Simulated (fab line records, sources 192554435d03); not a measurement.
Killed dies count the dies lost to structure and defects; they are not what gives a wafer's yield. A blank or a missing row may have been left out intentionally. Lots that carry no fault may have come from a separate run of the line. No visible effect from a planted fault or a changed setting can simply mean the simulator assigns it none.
fab line records	flow n5_finfet
record: lots: 7	wafers: 39
route steps=1938 shown FIN_SAQP@100 BEOL_M4@1067 BEOL_M6@1212 BEOL_M8@1348 BEOL_M11@1552 MIM_BOT_LITHO@1860 PASSIVATION@1916
start_h: the number of hours between the record's first day and the start of the first shown wafer of the lot	wait_h: time in hours since the lot's previous step	" unchanged from the row above	L1.1+2: several wafers, shown together as one row	- value missing, or start not given	* or withheld: withheld	< > ~ a bound
route shown NAME@n: a module of which the file shows steps, and the number in the route of the first	usual: mean/standard deviation taken from wafers without a fault	same: alike in all rows	chamber/n: place in a boat	sites: the reading at each site	_std_site: how widely they spread, as a standard deviation	_edge_site: mean of outer sites minus mean of inner sites	radius_mm: for every site, how far away it sits from the centre of the wafer	mask NAME#n: copy n	behind: tool/chamber where the wafer was last shaped	hold: reason for holding the lot/hours on hold/outcome of the hold	device: which transistor (n, p or np) failed to switch	end of line: the same wafers' tests at the end of the route	step lacking rows: just its recipe	killed: the dies lost at the first sort to structure and to defects; this is not the yield of the wafer	map: per-die view of a wafer (x killed, . not killed, _ where there is no die)
set.NAME: the setting the step ran with; set.NAME@STEP: the setting that earlier step ran with	model.NAME: the simulator's own value behind a step, which no gauge read
lots with deliberately changed settings; one table per step, one row per wafer
== steps ==
step: N5_FIN_SAQP_PECVD_06
recipe: material: a-Si	target_thk_a: 600	temp_c: 400	precursor: SiH4/He	pressure_torr: 3	rf_w: 100	time_s: 48.1
lot.wafer	tool	chamber	start_h	wait_h	set.time_s	model.a-Si_of_FIN_SAQP_PECVD_06.thk_nm
L074.1	pecvd-01	1	21.59	0.0	48.1	60.4
L074.2	"	0	"	"	48.1	59.49
L074.3	"	2	"	"	48.1	60.42
L074.4	"	1	"	"	48.1	61.68
L074.5	"	2	"	"	48.1	61.31
L074.6	"	0	"	"	48.1	60.14
L075.1	pecvd-04	1	28.07	0.0	26.44	32.01
L075.2	"	0	"	"	48.1	58.52
L075.3	"	0	"	"	48.1	59.89
L075.4	"	1	"	"	48.1	60.53
L075.5	"	1	"	"	26.44	33.02
L075.6	"	0	"	"	26.44	32.76
L083.1	pecvd-04	1	75.12	0.0	40.32	50.65
L083.2	"	2	"	"	40.32	50.73
L083.3	"	2	"	"	48.1	61.34
L083.4	"	1	"	"	48.1	60.92
L083.5	"	1	"	"	40.32	50.67
L083.6	"	2	"	"	48.1	60.78
L086.1	pecvd-02	0	96.25	0.0	48.1	60.4
L086.2	"	1	"	"	58.8	74.15
L086.3	"	2	"	"	58.8	73.54
L086.4	"	0	"	"	58.8	75.03
L086.5	"	1	"	"	48.1	60.96
L086.6	"	2	"	"	48.1	61.55
L092.1	pecvd-01	0	128.43	0.0	48.1	58.8
L092.2	"	2	"	"	48.1	59.62
L092.3	"	1	"	"	28.55	35.6
L092.4	"	2	"	"	28.55	35.61
L092.5	"	0	"	"	48.1	59.74
L092.6	"	1	"	"	28.55	34.87
L094.1	pecvd-02	0	141.31	0.0	48.1	60.29
L094.2	"	2	"	"	48.1	59.85
L094.4	"	1	"	"	48.1	60.89
L096.1	pecvd-02	0	153.34	0.0	48.1	58.98
L096.2	"	1	"	"	48.1	58.94
L096.3	"	2	"	"	48.1	60.26
L096.4	"	2	"	"	48.1	60.67
L096.5	"	1	"	"	48.1	60.99
L096.6	"	0	"	"	48.1	61.37
step: N5_FIN_SAQP_THK_MEAS_07
usual: thk_nm: 60.3/0.75
lot.wafer	tool	chamber	start_h	wait_h	set.time_s@FIN_SAQP_PECVD_06	thk_nm
L074.1	film_metro-01	-	21.68	0.1	48.1	60.4
L074.2	"	-	"	"	48.1	59.5
L074.3	"	-	"	"	48.1	60.4
L074.4	"	-	"	"	48.1	61.7
L074.5	"	-	"	"	48.1	61.2
L074.6	"	-	"	"	48.1	60.1
L075.1	film_metro-01	-	28.20	0.1	26.44	32.0
L075.2	"	-	"	"	48.1	58.5
L075.3	"	-	"	"	48.1	59.8
L075.4	"	-	"	"	48.1	60.5
L075.5	"	-	"	"	26.44	33.0
L075.6	"	-	"	"	26.44	32.8
L083.1	film_metro-01	-	75.24	0.1	40.32	50.7
L083.2	"	-	"	"	40.32	50.7
L083.3	"	-	"	"	48.1	61.4
L083.4	"	-	"	"	48.1	61.0
L083.5	"	-	"	"	40.32	50.7
L083.6	"	-	"	"	48.1	60.9
L086.1	film_metro-02	-	96.34	0.1	48.1	60.4
L086.2	"	-	"	"	58.8	74.1
L086.3	"	-	"	"	58.8	73.6
L086.4	"	-	"	"	58.8	75.1
L086.5	"	-	"	"	48.1	61.0
L086.6	"	-	"	"	48.1	61.6
L092.1	film_metro-02	-	128.52	0.1	48.1	58.8
L092.2	"	-	"	"	48.1	59.6
L092.3	"	-	"	"	28.55	35.6
L092.4	"	-	"	"	28.55	35.6
L092.5	"	-	"	"	48.1	59.7
L092.6	"	-	"	"	28.55	34.9
L094.1	film_metro-02	-	141.40	0.1	48.1	60.3
L094.2	"	-	"	"	48.1	59.9
L094.4	"	-	"	"	48.1	60.9
L096.1	film_metro-01	-	153.43	0.1	48.1	59.0
L096.2	"	-	"	"	48.1	59.0
L096.3	"	-	"	"	48.1	60.3
L096.4	"	-	"	"	48.1	60.7
L096.5	"	-	"	"	48.1	60.9
L096.6	"	-	"	"	48.1	61.4
step: N5_FIN_SAQP_HM_DEP_72
recipe: material: SiO2	target_thk_a: 120	temp_c: 400	precursor: SiH4/N2O	pressure_torr: 0.75	rf_w: 275	time_s: 7.2
step: N5_FIN_SAQP_COAT_49
recipe: resist: SOC	temp_c: 250	time_s: 60	spin_rpm: 1500	resist_thk_nm: 100
step: N5_FIN_SAQP_HM_OPEN_73
recipe: chemistry: CHF3/O2	target: SiO2	stop_on: a-Si	target_depth_a: 120	over_etch_frac: 1.8	mask_material: SOC	time_s: 16.8	pressure_mtorr: 30	source_w: 650	bias_w: 170	Ar_flow_sccm: 200	CHF3_flow_sccm: 50	O2_flow_sccm: 5	ion_energy_ev: 200	ends: end_point
step: N5_FIN_SAQP_STRIP_74
recipe: chemistry: CHF3/O2	resist: SiARC	rf_frequency_hz: 6e+07
step: N5_FIN_SAQP_MANDREL_ETCH_22
recipe: target_depth_a: 600	chemistry: HBr/Cl2	target: a-Si	stop_on: SiNx	bt_time_s: 10	over_etch_frac: 0.5	time_s: 30	pressure_mtorr: 10	icp_w: 800	bias_w: 75	HBr_flow_sccm: 150	Cl2_flow_sccm: 80	ends: end_point
usual: oes_product_au: 0.775/0.01
lot.wafer	tool	chamber	start_h	wait_h	set.time_s@FIN_SAQP_PECVD_06	oes_product_au	model.etch.depth_nm
L074.1	rie_si-03	1	22.67	0.0	48.1	0.772	60.4
L074.2	"	3	"	"	48.1	0.776	59.49
L074.3	"	2	"	"	48.1	0.777	60.42
L074.4	"	0	"	"	48.1	0.777	61.68
L074.5	"	1	"	"	48.1	0.773	61.31
L074.6	"	0	"	"	48.1	0.770	60.14
L075.1	rie_si-01	2	29.06	0.0	26.44	0.565	32.01
L075.2	"	1	"	"	48.1	0.763	58.5
L075.3	"	0	"	"	48.1	0.773	59.85
L075.4	"	3	"	"	48.1	0.779	60.48
L075.5	"	1	"	"	26.44	0.558	33.02
L075.6	"	2	"	"	26.44	0.576	32.71
L083.1	rie_si-02	3	76.10	0.0	40.32	0.704	50.59
L083.2	"	0	"	"	40.32	0.712	50.73
L083.3	"	2	"	"	48.1	0.776	61.31
L083.4	"	1	"	"	48.1	0.783	60.89
L083.5	"	2	"	"	40.32	0.695	50.64
L083.6	"	3	"	"	48.1	0.773	60.76
L086.1	rie_si-01	2	97.08	0.0	48.1	0.778	60.4
L086.2	"	3	"	"	58.8	0.877	74.01
L086.3	"	1	"	"	58.8	0.874	73.54
L086.4	"	0	"	"	58.8	0.899	75.01
L086.5	"	3	"	"	48.1	0.774	60.96
L086.6	"	0	"	"	48.1	0.787	61.41
L092.1	rie_si-01	0	129.44	0.0	48.1	0.772	58.77
L092.2	"	3	"	"	48.1	0.770	59.62
L092.3	"	1	"	"	28.55	0.585	35.55
L092.4	"	1	"	"	28.55	0.585	35.57
L092.5	"	3	"	"	48.1	0.762	59.74
L092.6	"	0	"	"	28.55	0.580	34.82
L094.1	rie_si-01	1	142.42	0.0	48.1	0.778	60.27
L094.2	"	0	"	"	48.1	0.775	59.85
L094.4	"	3	"	"	48.1	0.777	60.89
L096.1	rie_si-03	0	154.30	0.0	48.1	0.749	58.84
L096.2	"	2	"	"	48.1	0.774	58.92
L096.3	"	1	"	"	48.1	0.765	60.26
L096.4	"	3	"	"	48.1	0.795	60.67
L096.5	"	0	"	"	48.1	0.772	60.97
L096.6	"	3	"	"	48.1	0.801	61.37
step: N5_BEOL_M4_VIA_ETCH_34
recipe: chemistry: C4F6/O2	target_depth_a: 694	mask_material: SOC	pressure_mtorr: 15	ion_energy_ev: 250	taper_deg: 4	time_s: 65.9	source_w: 350	bias_w: 170	Ar_flow_sccm: 300	C4F6_flow_sccm: 10	O2_flow_sccm: 10
lot.wafer	tool	chamber	start_h	wait_h	set.target_depth_a	model.etch.depth_nm	model.SOC_of_BEOL_M4_COAT_67.thk_nm
L074.1	rie_diel-01	0	154.45	0.0	537	54	53.4
L074.2	"	1	"	"	694	70.11	51.8
L074.3	"	3	"	"	694	70.72	51.8
L074.4	"	2	"	"	694	69.54	51.6
L074.5	"	1	"	"	537	54.68	53.4
L074.6	"	2	"	"	537	53.99	53.6
L075.1	rie_diel-03	1	162.92	0.0	946.8	93.64	49
L075.2	"	0	"	"	694	70.7	51.6
L075.3	"	3	"	"	694	68.88	51.6
L075.4	"	2	"	"	946.8	96.38	48.6
L075.5	"	2	"	"	946.8	96.47	48.4
L075.6	"	3	"	"	694	68.81	51.8
L083.1	rie_diel-03	0	228.65	0.0	694	69.4	52
L083.2	"	1	"	"	897.3	88.52	49.4
L083.3	"	2	"	"	694	70.63	51.8
L083.4	"	3	"	"	897.3	92.42	48.8
L083.5	"	3	"	"	694	70.88	51.6
L083.6	"	2	"	"	897.3	90.49	49.2
L086.1	rie_diel-04	3	238.42	0.0	694	68.77	52
L086.2	"	2	"	"	694	71.01	52
L086.3	"	0	"	"	694	68.31	51.8
L086.4	"	1	"	"	694	70.34	51.6
L086.5	"	2	"	"	694	70.73	51.8
L086.6	"	3	"	"	694	68.16	52
L092.1	rie_diel-04	1	275.62	0.0	288.6	29.06	56.6
L092.2	"	0	"	"	288.6	28.14	56.6
L092.3	"	2	"	"	694	70.68	51.8
L092.4	"	3	"	"	288.6	28.61	56.6
L092.5	"	1	"	"	694	69.72	51.8
L092.6	"	0	"	"	694	67.9	51.8
L094.1	rie_diel-01	2	279.63	0.0	694	69.88	51.2
L094.2	"	0	"	"	694	69.18	51.4
L094.4	"	0	"	"	694	68.97	51.4
L096.1	rie_diel-03	1	297.94	0.0	694	67.96	51.8
L096.2	"	2	"	"	884.9	89.68	49.4
L096.3	"	2	"	"	694	70.15	51.6
L096.4	"	1	"	"	884.9	87.23	49.6
L096.5	"	2	"	"	694	69.58	51.8
L096.6	"	1	"	"	884.9	86.68	49.8
step: N5_BEOL_M6_ETCH_62
recipe: chemistry: N2/H2	target: SOC	target_depth_a: 1100	overetch_a: 220	mask_material: SiARC	temp_c: 40	time_s: 165	ion_energy_ev: 200	pressure_mtorr: 30	source_w: 840	bias_w: 150	n2_flow_sccm: 200	h2_flow_sccm: 200
lot.wafer	tool	chamber	start_h	wait_h	set.time_s	model.etch.depth_nm	model.SiARC_of_BEOL_M6_COAT_60.thk_nm
L074.1	rie_diel-04	1	174.80	0.0	68.8	54.96	32.2
L074.2	"	2	"	"	68.8	54.85	32.4
L074.3	"	3	"	"	165	99.76	28.4
L074.4	"	0	"	"	68.8	53.64	32.4
L074.5	"	3	"	"	165	99.93	28.4
L074.6	"	0	"	"	165	99.66	28.8
L075.1	rie_diel-04	1	182.06	0.0	165	99.96	28.2
L075.2	"	3	"	"	165	100.1	28.4
L075.3	"	0	"	"	120.7	95.15	30.2
L075.4	"	2	"	"	120.7	95.92	30
L075.5	"	1	"	"	120.7	97.83	30
L075.6	"	2	"	"	165	100.4	28.2
L083.1	rie_diel-03	0	247.78	0.0	165	99.57	28.6
L083.2	"	2	"	"	204.6	100.1	26.6
L083.3	"	1	"	"	204.6	99.87	26.8
L083.4	"	3	"	"	165	99.54	28.4
L083.5	"	1	"	"	204.6	99.75	26.8
L083.6	"	0	"	"	165	99.96	28.4
L086.1	rie_diel-01	3	262.29	0.0	165	99.84	28.4
L086.2	"	2	"	"	137.9	100.1	29.4
L086.3	"	0	"	"	165	100	28.8
L086.4	"	0	"	"	137.9	100	29.8
L086.5	"	2	"	"	165	99.71	28.2
L086.6	"	3	"	"	137.9	100	29.6
L092.1	rie_diel-01	3	298.20	0.0	236.6	99.46	25.4
L092.2	"	1	"	"	236.6	99.8	24.6
L092.3	"	2	"	"	236.6	99.83	25
L092.4	"	0	"	"	165	99.66	28.4
L092.5	"	3	"	"	165	99.67	28.2
L092.6	"	0	"	"	165	99.92	28.6
L094.1	rie_diel-01	1	299.59	0.0	165	100.1	27.8
L094.2	"	2	"	"	165	99.91	28.2
L094.4	"	3	"	"	165	100.2	28.4
L096.1	rie_diel-03	0	319.81	0.0	165	100	28.6
L096.2	"	1	"	"	165	99.93	28.6
L096.3	"	3	"	"	165	99.84	28.4
L096.4	"	2	"	"	165	99.89	28.2
L096.5	"	1	"	"	165	99.69	28.6
L096.6	"	0	"	"	165	99.91	28.6
step: N5_BEOL_M8_DESCUM_16
recipe: chemistry: O2	time_s: 7.9	source_power_w: 50	bias_power_w: 20	pressure_mtorr: 20	rf_frequency_hz: 2.712e+07	temp_c: 40	resist: CAR-ArF	o2_flow_sccm: 225
lot.wafer	tool	chamber	start_h	wait_h	set.time_s	model.CAR-ArF_of_BEOL_M8_COAT_05.thk_nm
L074.1+3+5	rie_diel-01	1,0,0	196.48	0.0	7.9	83.4
L074.2+4	"	2,1	"	"	7.9	83.6
L074.6	"	2	"	"	7.9	83.8
L075.1+4	rie_diel-01	0,1	200.78	0.0	7.9	83.4
L075.2+3	"	2,1	"	"	3.348	86.4
L075.5	"	2	"	"	3.348	86.6
L075.6	"	0	"	"	7.9	83.6
L083.1+2	rie_diel-03	1,3	265.38	0.0	7.9	83.6
L083.3+4	"	2,0	"	"	11.28	81.6
L083.5	"	1	"	"	7.9	83.8
L083.6	"	2	"	"	11.28	81.4
L086.1+5	rie_diel-03	3	276.48	0.3	11.14	81.6
L086.2+4	"	0,2	"	"	7.9	83.8
L086.3	"	1	"	"	7.9	83.6
L086.6	"	0	"	"	11.14	81.8
L094.1	rie_diel-03	2	313.93	0.4	7.9	83.6
L094.2+4	"	0,1	"	"	7.9	83.8
L092.1	rie_diel-03	3	314.66	0.3	4.315	85.6
L092.2	"	1	"	"	7.9	83.8
L092.3	"	2	"	"	7.9	83.6
L092.4	"	0	"	"	7.9	83.4
L092.5+6	"	1,2	"	"	4.315	85.8
L096.1+2	rie_diel-03	1,0	335.76	0.8	7.9	83.6
L096.3	"	3	"	"	10.17	81.8
L096.4	"	2	"	"	10.17	82
L096.5	"	3	"	"	10.17	81.6
L096.6	"	0	"	"	7.9	83.4
step: N5_BEOL_M11_DESCUM_16
recipe: chemistry: O2	time_s: 7.9	source_power_w: 50	bias_power_w: 20	pressure_mtorr: 20	rf_frequency_hz: 2.712e+07	temp_c: 40	resist: CAR-ArF	o2_flow_sccm: 225
lot.wafer	tool	chamber	start_h	wait_h	set.time_s	model.CAR-ArF_of_BEOL_M11_COAT_05.thk_nm
L074.1+4	rie_diel-06	0,3	218.65	0.1	7.9	83.4
L074.2	"	1	"	"	6.711	84.2
L074.3+6	"	3,1	"	"	6.711	84
L074.5	"	0	"	"	7.9	83.2
L075.1+2+3+4	rie_diel-06	3,0,1,2	222.50	0.5	7.9	83.8
L075.5	"	0	"	"	7.9	84
L075.6	"	1	"	"	7.9	83.6
L083.1+2+6	rie_diel-02	0,2,3	288.68	0.0	5.817	85.2
L083.3+4+5	"	3,1,0	"	"	7.9	83.8
L086.1+3	rie_diel-06	0,1	301.61	0.0	5.228	85
L086.2	"	3	"	"	7.9	83.8
L086.4	"	2	"	"	5.228	85.2
L086.5+6	"	3,0	"	"	7.9	83.6
L094.1+2+4	rie_diel-06	0,2,1	338.00	0.2	7.9	83.4
L092.1+3+5	rie_diel-06	3,1,1	344.17	0.1	7.9	83.4
L092.2+4	"	2,3	"	"	7.9	83.2
L092.6	"	2	"	"	7.9	83.6
L096.1+6	rie_diel-05	1	362.49	0.0	7.9	83.8
L096.2	"	0	"	"	5.498	84.8
L096.3	"	3	"	"	5.498	85.6
L096.4	"	0	"	"	7.9	83.6
L096.5	"	3	"	"	5.498	85
step: N5_MIM_BOT_LITHO_DEVELOP_07
recipe: develop_time_s: 60	rinse_liquid: diw	dry: air_spin	dev_temp_c: 21
lot.wafer	tool	chamber	start_h	wait_h	set.develop_time_s
L074.1+4+6	litho_track-01	0	-	-	60
L074.2+3+5	"	0	"	"	71.09
L075.1+3+4	litho_track-02	0	-	-	60
L075.2+5+6	"	0	"	"	43.17
L083.1+2+3+4+5+6	litho_track-02	0	-	-	60
L086.1+4+6	litho_track-01	0	-	-	34.4
L086.2+3+5	"	0	"	"	60
L094.1+2+4	litho_track-01	0	-	-	60
L092.1+2+3+4+5+6	litho_track-01	0	-	-	60
L096.1+5+6	litho_track-03	0	-	-	91.79
L096.2+3+4	"	0	"	"	60
step: N5_MIM_BOT_LITHO_HARDBAKE_09
recipe: temp_c: 130	time_s: 120
step: N5_MIM_BOT_LITHO_CD_MEAS_08
recipe: target_cd_nm: 3000	landing_energy_ev: 500	detector: se_inlens	polarity: opening
usual: cd_nm: 3000.3/1.9
lot.wafer	tool	chamber	start_h	wait_h	set.develop_time_s@MIM_BOT_LITHO_DEVELOP_07	cd_nm
L074.1	cd_sem-03	0	265.43	-	60	-
L074.2	"	0	"	"	71.09	-
L074.3	"	0	"	"	71.09	-
L074.4	"	0	"	"	60	-
L074.5	"	0	"	"	71.09	3000.8
L074.6	"	0	"	"	60	-
L075.1	cd_sem-02	0	269.34	-	60	3000.5
L075.2	"	0	"	"	43.17	2992.5
L075.3	"	0	"	"	60	2998.4
L075.4	"	0	"	"	60	2999.2
L075.5	"	0	"	"	43.17	2994.3
L075.6	"	0	"	"	43.17	2994.1
L083.1	cd_sem-01	0	321.40	-	60	3002.7
L083.2	"	0	"	"	60	3001.1
L083.3	"	0	"	"	60	3002.2
L083.4	"	0	"	"	60	3001.9
L083.5	"	0	"	"	60	3003.1
L083.6	"	0	"	"	60	3004.6
L086.1	cd_sem-03	0	336.28	-	34.4	2990.7
L086.2	"	0	"	"	60	2998.6
L086.3	"	0	"	"	60	3001.5
L086.4	"	0	"	"	34.4	2987.3
L086.5	"	0	"	"	60	3002.8
L086.6	"	0	"	"	34.4	2992.5
L094.1	cd_sem-02	0	376.09	-	60	2998.9
L094.2	"	0	"	"	60	3001.1
L094.4	"	0	"	"	60	2999.2
L092.1	cd_sem-02	0	383.45	-	60	2998.8
L092.2	"	0	"	"	60	2996.0
L092.3	"	0	"	"	60	3000.2
L092.4	"	0	"	"	60	3000.5
L092.5	"	0	"	"	60	3000.6
L092.6	"	0	"	"	60	3000.0
L096.1	cd_sem-01	0	401.18	-	91.79	3007.5
L096.2	"	0	"	"	60	3001.7
L096.3	"	0	"	"	60	3002.1
L096.4	"	0	"	"	60	3000.4
L096.5	"	0	"	"	91.79	3007.8
L096.6	"	0	"	"	91.79	3009.0
step: N5_PASSIVATION_PECVD_35
recipe: material: SiNx	target_thk_a: 7000	temp_c: 400	precursor: SiH4/NH3/N2	pressure_torr: 4.9	rf_w: 1406	time_s: 151.3
lot.wafer	tool	chamber	start_h	wait_h	set.time_s	model.SiNx_of_PASSIVATION_PECVD_35.thk_nm
L074.1	pecvd-04	1	270.82	0.1	235.7	1085
L074.2	"	0	"	"	151.3	702.8
L074.3	"	1	"	"	235.7	1104
L074.4	"	0	"	"	151.3	708.2
L074.5	"	1	"	"	235.7	1112
L074.6	"	0	"	"	151.3	715.6
L075.1	pecvd-04	0	275.16	0.1	151.3	687.8
L075.2	"	2	"	"	151.3	695
L075.3	"	1	"	"	219.9	1009
L075.4	"	0	"	"	151.3	710.8
L075.5	"	2	"	"	219.9	1026
L075.6	"	1	"	"	219.9	1030
L083.1	pecvd-03	0	328.25	0.1	151.3	693.4
L083.2	"	2	"	"	185.5	864
L083.3	"	1	"	"	151.3	692.4
L083.4	"	2	"	"	185.5	878.8
L083.5	"	1	"	"	151.3	710.4
L083.6	"	0	"	"	185.5	870.4
L086.1	pecvd-02	0	342.90	0.1	211	964.2
L086.2	"	1	"	"	211	975.2
L086.3	"	2	"	"	151.3	700.4
L086.4	"	2	"	"	151.3	707.6
L086.5	"	1	"	"	151.3	710.4
L086.6	"	0	"	"	211	977.6
L094.1	pecvd-04	1	387.10	0.1	151.3	697.6
L094.2	"	0	"	"	151.3	701.8
L094.4	"	0	"	"	151.3	711
L092.1	pecvd-02	0	387.99	0.1	94.91	437
L092.2	"	2	"	"	151.3	691.2
L092.3	"	2	"	"	151.3	696.8
L092.4	"	0	"	"	94.91	446.4
L092.5	"	2	"	"	94.91	434.6
L092.6	"	0	"	"	151.3	699.2
L096.1	pecvd-03	0	408.96	0.1	224	1030
L096.2	"	2	"	"	151.3	694
L096.3	"	1	"	"	151.3	702
L096.4	"	2	"	"	224	1043
L096.5	"	1	"	"	224	1048
L096.6	"	0	"	"	151.3	699.8
== key ==
split: step: N5_FIN_SAQP_PECVD_06	setting: time_s	stated: 48.1	by: wafer
response: step: N5_FIN_SAQP_PECVD_06	reading: model.a-Si_of_FIN_SAQP_PECVD_06.thk_nm	change: +0.599	per: 1%	r: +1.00
response: step: N5_FIN_SAQP_THK_MEAS_07	reading: thk_nm	change: *	per: 1%	r: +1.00
response: step: N5_FIN_SAQP_MANDREL_ETCH_22	reading: oes_product_au	change: +0.00457	per: 1%	r: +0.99
response: step: N5_FIN_SAQP_MANDREL_ETCH_22	reading: model.etch.depth_nm	change: +0.599	per: 1%	r: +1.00
split: step: N5_BEOL_M4_VIA_ETCH_34	setting: target_depth_a	stated: 694	by: wafer
response: step: N5_BEOL_M4_VIA_ETCH_34	reading: model.etch.depth_nm	change: +0.699	per: 1%	r: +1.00
response: step: N5_BEOL_M4_VIA_ETCH_34	reading: model.SOC_of_BEOL_M4_COAT_67.thk_nm	change: -0.0824	per: 1%	r: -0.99
split: step: N5_BEOL_M6_ETCH_62	setting: time_s	stated: 165	by: wafer
response: step: N5_BEOL_M6_ETCH_62	reading: model.etch.depth_nm	shape: bent	at_lowest: 54.48	at_stated: 99.88	at_highest: 99.7
response: step: N5_BEOL_M6_ETCH_62	reading: model.SiARC_of_BEOL_M6_COAT_60.thk_nm	change: -0.0697	per: 1%	r: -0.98
split: step: N5_BEOL_M8_DESCUM_16	setting: time_s	stated: 7.9	by: wafer
response: step: N5_BEOL_M8_DESCUM_16	reading: model.CAR-ArF_of_BEOL_M8_COAT_05.thk_nm	change: -0.051	per: 1%	r: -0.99
split: step: N5_BEOL_M11_DESCUM_16	setting: time_s	stated: 7.9	by: wafer
response: step: N5_BEOL_M11_DESCUM_16	reading: model.CAR-ArF_of_BEOL_M11_COAT_05.thk_nm	change: -0.0461	per: 1%	r: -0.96
split: step: N5_MIM_BOT_LITHO_DEVELOP_07	setting: develop_time_s	stated: 60	by: wafer
response: step: N5_MIM_BOT_LITHO_CD_MEAS_08	reading: cd_nm	change: +0.18	per: 1%	r: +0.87
split: step: N5_PASSIVATION_PECVD_35	setting: time_s	stated: 151.3	by: wafer
response: step: N5_PASSIVATION_PECVD_35	reading: model.SiNx_of_PASSIVATION_PECVD_35.thk_nm	change: +7.03	per: 1%	r: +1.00
